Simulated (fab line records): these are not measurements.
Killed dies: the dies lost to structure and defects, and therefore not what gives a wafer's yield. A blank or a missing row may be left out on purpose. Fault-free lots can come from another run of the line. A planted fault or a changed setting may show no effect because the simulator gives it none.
Split-lot trial :: flow n5-finfet :: route with 1938 steps; 7 lots, 39 wafers read

== THE SPLIT ==
At N5_FIN_CUT_EXPOSE_05 (exposes mask FIN CUT), the setting dose-mj was moved away from the recipe's 45.75 on 18 of the 39 wafers read, by -5.3% to +4.9%. The other wafers ran this setting at the recipe's value.

== FROM THE SPLIT TO THE READING: what the file shows between them, 2 steps ==
- N5_FIN_CUT_PEB_06: peb time 60 s
- N5_FIN_CUT_DEVELOP_07: develop time 30 s

== THE READING ==
Shown in nm: cd-nm at N5_FIN_CUT_CD_MEAS_08, with target cd 29.1 nm. Typical for fault-free wafers on this fab line: 29.13 nm, with standard deviation 0.24 nm.

wafer: L078.1
tool, chamber at the split: euv-scanner-02, 0
dose-mj as run: 47.99
against the recipe: +4.9%
cd-nm, nm: 30.04
against lot-mates on the recipe: +0.96

wafer: L078.2
tool, chamber at the split: euv-scanner-02, 0
dose-mj as run: 47.99
against the recipe: +4.9%
cd-nm, nm: 29.97
against lot-mates on the recipe: +0.89

wafer: L078.3
tool, chamber at the split: euv-scanner-02, 0
dose-mj as run: 45.75
against the recipe: recipe
cd-nm, nm: 29.12
against lot-mates on the recipe: -

wafer: L078.4
tool, chamber at the split: euv-scanner-02, 0
dose-mj as run: 45.75
against the recipe: recipe
cd-nm, nm: 28.84
against lot-mates on the recipe: -

wafer: L078.5
tool, chamber at the split: euv-scanner-02, 0
dose-mj as run: 47.99
against the recipe: +4.9%
cd-nm, nm: 29.96
against lot-mates on the recipe: +0.88

wafer: L078.6
tool, chamber at the split: euv-scanner-02, 0
dose-mj as run: 45.75
against the recipe: recipe
cd-nm, nm: 29.27
against lot-mates on the recipe: -

wafer: L081.1
tool, chamber at the split: euv-scanner-01, 0
dose-mj as run: 43.34
against the recipe: -5.3%
cd-nm, nm: 28.04
against lot-mates on the recipe: -0.97

wafer: L081.2
tool, chamber at the split: euv-scanner-01, 0
dose-mj as run: 43.34
against the recipe: -5.3%
cd-nm, nm: 28.12
against lot-mates on the recipe: -0.89

wafer: L081.3
tool, chamber at the split: euv-scanner-01, 0
dose-mj as run: 45.75
against the recipe: recipe
cd-nm, nm: 29.18
against lot-mates on the recipe: -

wafer: L081.4
tool, chamber at the split: euv-scanner-01, 0
dose-mj as run: 43.34
against the recipe: -5.3%
cd-nm, nm: 27.57
against lot-mates on the recipe: -1.44

wafer: L081.5
tool, chamber at the split: euv-scanner-01, 0
dose-mj as run: 45.75
against the recipe: recipe
cd-nm, nm: 29.14
against lot-mates on the recipe: -

wafer: L081.6
tool, chamber at the split: euv-scanner-01, 0
dose-mj as run: 45.75
against the recipe: recipe
cd-nm, nm: 28.71
against lot-mates on the recipe: -

wafer: L083.1
tool, chamber at the split: euv-scanner-02, 0
dose-mj as run: 47.43
against the recipe: +3.7%
cd-nm, nm: 29.42
against lot-mates on the recipe: +0.45

wafer: L083.2
tool, chamber at the split: euv-scanner-02, 0
dose-mj as run: 45.75
against the recipe: recipe
cd-nm, nm: 28.99
against lot-mates on the recipe: -

wafer: L083.3
tool, chamber at the split: euv-scanner-02, 0
dose-mj as run: 45.75
against the recipe: recipe
cd-nm, nm: 29.12
against lot-mates on the recipe: -

wafer: L083.4
tool, chamber at the split: euv-scanner-02, 0
dose-mj as run: 45.75
against the recipe: recipe
cd-nm, nm: 28.80
against lot-mates on the recipe: -

wafer: L083.5
tool, chamber at the split: euv-scanner-02, 0
dose-mj as run: 47.43
against the recipe: +3.7%
cd-nm, nm: 29.63
against lot-mates on the recipe: +0.66

wafer: L083.6
tool, chamber at the split: euv-scanner-02, 0
dose-mj as run: 47.43
against the recipe: +3.7%
cd-nm, nm: 29.96
against lot-mates on the recipe: +0.99

wafer: L084.1
tool, chamber at the split: euv-scanner-02, 0
dose-mj as run: 45.75
against the recipe: recipe
cd-nm, nm: 29.28
against lot-mates on the recipe: -

wafer: L084.2
tool, chamber at the split: euv-scanner-02, 0
dose-mj as run: 45.75
against the recipe: recipe
cd-nm, nm: 28.93
against lot-mates on the recipe: -

wafer: L084.3
tool, chamber at the split: euv-scanner-02, 0
dose-mj as run: 44.03
against the recipe: -3.8%
cd-nm, nm: 28.62
against lot-mates on the recipe: -0.34

wafer: L084.4
tool, chamber at the split: euv-scanner-02, 0
dose-mj as run: 45.75
against the recipe: recipe
cd-nm, nm: 28.67
against lot-mates on the recipe: -

wafer: L084.5
tool, chamber at the split: euv-scanner-02, 0
dose-mj as run: 44.03
against the recipe: -3.8%
cd-nm, nm: 28.38
against lot-mates on the recipe: -0.58

wafer: L084.6
tool, chamber at the split: euv-scanner-02, 0
dose-mj as run: 44.03
against the recipe: -3.8%
cd-nm, nm: 28.36
against lot-mates on the recipe: -0.60

wafer: L086.2
tool, chamber at the split: euv-scanner-02, 0
dose-mj as run: 45.75
against the recipe: recipe
cd-nm, nm: 29.31
against lot-mates on the recipe: -

wafer: L086.3
tool, chamber at the split: euv-scanner-02, 0
dose-mj as run: 45.75
against the recipe: recipe
cd-nm, nm: 29.60
against lot-mates on the recipe: -

wafer: L086.5
tool, chamber at the split: euv-scanner-02, 0
dose-mj as run: 45.75
against the recipe: recipe
cd-nm, nm: 29.02
against lot-mates on the recipe: -

wafer: L093.1
tool, chamber at the split: euv-scanner-02, 0
dose-mj as run: 45.75
against the recipe: recipe
cd-nm, nm: 28.81
against lot-mates on the recipe: -

wafer: L093.2
tool, chamber at the split: euv-scanner-02, 0
dose-mj as run: 45.75
against the recipe: recipe
cd-nm, nm: 29.39
against lot-mates on the recipe: -

wafer: L093.3
tool, chamber at the split: euv-scanner-02, 0
dose-mj as run: 47.96
against the recipe: +4.8%
cd-nm, nm: 29.97
against lot-mates on the recipe: +0.90

wafer: L093.4
tool, chamber at the split: euv-scanner-02, 0
dose-mj as run: 45.75
against the recipe: recipe
cd-nm, nm: 29.00
against lot-mates on the recipe: -

wafer: L093.5
tool, chamber at the split: euv-scanner-02, 0
dose-mj as run: 47.96
against the recipe: +4.8%
cd-nm, nm: 30.06
against lot-mates on the recipe: +0.99

wafer: L093.6
tool, chamber at the split: euv-scanner-02, 0
dose-mj as run: 47.96
against the recipe: +4.8%
cd-nm, nm: 30.24
against lot-mates on the recipe: +1.17

wafer: L095.1
tool, chamber at the split: euv-scanner-01, 0
dose-mj as run: 47.29
against the recipe: +3.4%
cd-nm, nm: 30.18
against lot-mates on the recipe: +0.79

wafer: L095.2
tool, chamber at the split: euv-scanner-01, 0
dose-mj as run: 47.29
against the recipe: +3.4%
cd-nm, nm: 29.94
against lot-mates on the recipe: +0.55

wafer: L095.3
tool, chamber at the split: euv-scanner-01, 0
dose-mj as run: 45.75
against the recipe: recipe
cd-nm, nm: 29.43
against lot-mates on the recipe: -

wafer: L095.4
tool, chamber at the split: euv-scanner-01, 0
dose-mj as run: 47.29
against the recipe: +3.4%
cd-nm, nm: 29.90
against lot-mates on the recipe: +0.51

wafer: L095.5
tool, chamber at the split: euv-scanner-01, 0
dose-mj as run: 45.75
against the recipe: recipe
cd-nm, nm: 29.53
against lot-mates on the recipe: -

wafer: L095.6
tool, chamber at the split: euv-scanner-01, 0
dose-mj as run: 45.75
against the recipe: recipe
cd-nm, nm: 29.20
against lot-mates on the recipe: -

FIT RESULTS
A straight line over all 39 wafers: cd-nm changes by +0.201 nm for each +1% of dose-mj; r = +0.93; the points scatter about the line by 0.24 nm.
The same after taking each lot's own level away (the mean of its wafers on the recipe; 39 wafers): +0.19 nm for each +1%; r = +0.94; scatter 0.2 nm.
On that fit, the largest move of dose-mj shifts the reading by 1 nm.
Measured against the standard deviation above, the lots' own levels, which go from 28.960 to 29.387 nm, span 1.8 times it.
The two slopes are in agreement: the lot-to-lot level therefore moves the slope only a little.
Check: -0.99 nm against its lot-mates is what the line predicts for one of the wafers moved furthest among these (-5.3%) when that wafer is left out of the fit. Against them it came out at -0.97 nm.

== OTHER SPLITS ON THESE WAFERS ==
Before the reading, these wafers also passed through other splits. Each is held against what the fit with the lots' levels taken away leaves over:
other split on the same wafers: N5_ZERO_LAYER_PECVD_02 target-thk-a
wafers away from the commonest value: 15
r with cd-nm (lot level and that fit taken away): -0.07

== THE WHOLE CHAIN: every reading that the file lists as answering this split, in the file's order ==
step: N5_FIN_CUT_CD_MEAS_08
what it does: target cd 29.1 nm
reading: cd-nm
change (the file's fit): +0.191 nm for each +1% of the setting
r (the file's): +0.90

step: N5_FIN_CUT_ETCH_30
what it does: etches underlayer in N2/H2, target depth 13 nm, time 10.4 s
reading: FIN_CUT.cd-offset-nm (the simulator's own value, which no gauge read)
change (the file's fit): +0.178 nm for each +1% of the setting
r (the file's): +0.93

step: N5_FIN_CUT_ETCH_20
what it does: etches SiARC in CF4, target depth 26 nm, time 43.3 s
reading: FIN_CUT.cd-offset-nm (the simulator's own value, which no gauge read)
change (the file's fit): +0.172 nm for each +1% of the setting
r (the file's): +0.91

== THE FILE'S OWN FIT ==
cd-nm changes by +0.191 nm for each +1% of dose-mj, r = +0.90.
